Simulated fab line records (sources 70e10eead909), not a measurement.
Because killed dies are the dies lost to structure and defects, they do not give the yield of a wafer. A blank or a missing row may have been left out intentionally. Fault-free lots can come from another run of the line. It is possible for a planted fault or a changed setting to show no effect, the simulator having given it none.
8D (eight disciplines) problem report, filled in by code + flow nand-harc + the parts of the form that need people (team, actions taken, sign-off) are left out

== 1. WHAT WENT WRONG ==
plate-temp-C at NHARC_P_ZERO_WELL_PEB_35 reads a mean of 119.66 C on 9 wafers of 3 lots; wafers without a fault read 117.97 C with a standard deviation of 0.13. Measured from the usual mean, that is +13 standard deviations.
The step: peb time 85 s.
The first sign was on wafer L487.1 at day 7 20:04, on litho-track-05. At this step, 39 wafers from 13 lots have a number in the record. The rule behind "out" and "out of limits": a value lying over 4 standard deviations away from the usual mean. All remaining wafers that have a number are taken as sound.

== 2. WHAT IT IS; WHAT IT IS NOT ==
| question                    | is                                 | is not                                                                                 |
|-----------------------------|------------------------------------|----------------------------------------------------------------------------------------|
| which readings at this step | plate-temp-C, heater-power-total-W | -                                                                                      |
| which lots                  | L487, L488, L489                   | L473, L474, L475, L476, L479, L480, L490, L493, L494, L496                             |
| which wafers of those lots  | all that have a number             | -                                                                                      |
| read on which tools         | litho-track-05                     | litho-track-02                                                                         |
| when                        | from day 7 20:04                   | up to then (18 sound wafers); but 12 sound wafers of L490, L493, L494, L496 came after |

== 3. SUSPECTS, AND WHAT RULES EACH OUT ==
Counting: any tool at a process step up to the reading is kept as a suspect provided that every lot that is out went through it and no sound lot did after the first of them.
- litho-track-05 at NHARC_P_ZERO_WELL_PEB_35 (peb time 85 s): kept. Every lot that is out went through it, starting with L487 (day 7 20:04), and after that it ran no sound lot; the last sound lot it ran before then is L480 (day 4 22:09). Its own readings are out on those wafers: heater-power-total-W, plate-temp-C.
Remaining after the count: litho-track-05 at NHARC_P_ZERO_WELL_PEB_35.

== 4. THE CAUSE (what the simulator had put in) ==
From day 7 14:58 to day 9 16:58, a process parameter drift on litho-track-05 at NHARC_P_ZERO_WELL_PEB_35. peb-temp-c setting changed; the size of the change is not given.
This tool alone remained once counting was done.

== 5. THE EFFECT CHAIN, in route order ==
Rows list readings where the struck wafers' mean (over those with a number) sits beyond 3 standard deviations from the usual. Readings are gone through only where the record gives a usual standard deviation; hours: the median, over the lots, of the time from a lot's start at the first step in this table giving one to that lot's start at this step; sigmas: the change measured in usual standard deviations.
| hours | step                     | reading              | usual    | on struck wafers | change | sigmas |
|-------|--------------------------|----------------------|----------|------------------|--------|--------|
| 0     | NHARC_P_ZERO_WELL_PEB_35 | heater-power-total-W | 163.93 W | 166.91           | +2.98  | +11    |
| 0     | NHARC_P_ZERO_WELL_PEB_35 | plate-temp-C         | 117.97 C | 119.66           | +1.69  | +13    |
Process steps it contains:
- NHARC_P_ZERO_WELL_PEB_35: peb time 85 s.
Later measuring or inspecting steps at which every struck wafer that the step has a row for has a number for every such reading, and none has moved that far: NHARC_P_ZERO_WELL_CD_MEAS_37, NHARC_P_GATE_CD_MEAS_11, NHARC_END_SORT_01.

== 6. WHAT WOULD HAVE CAUGHT IT SOONER ==
First out-of-limits reading in this record: day 7 20:04, which is 5 hours after fault onset at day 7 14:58.
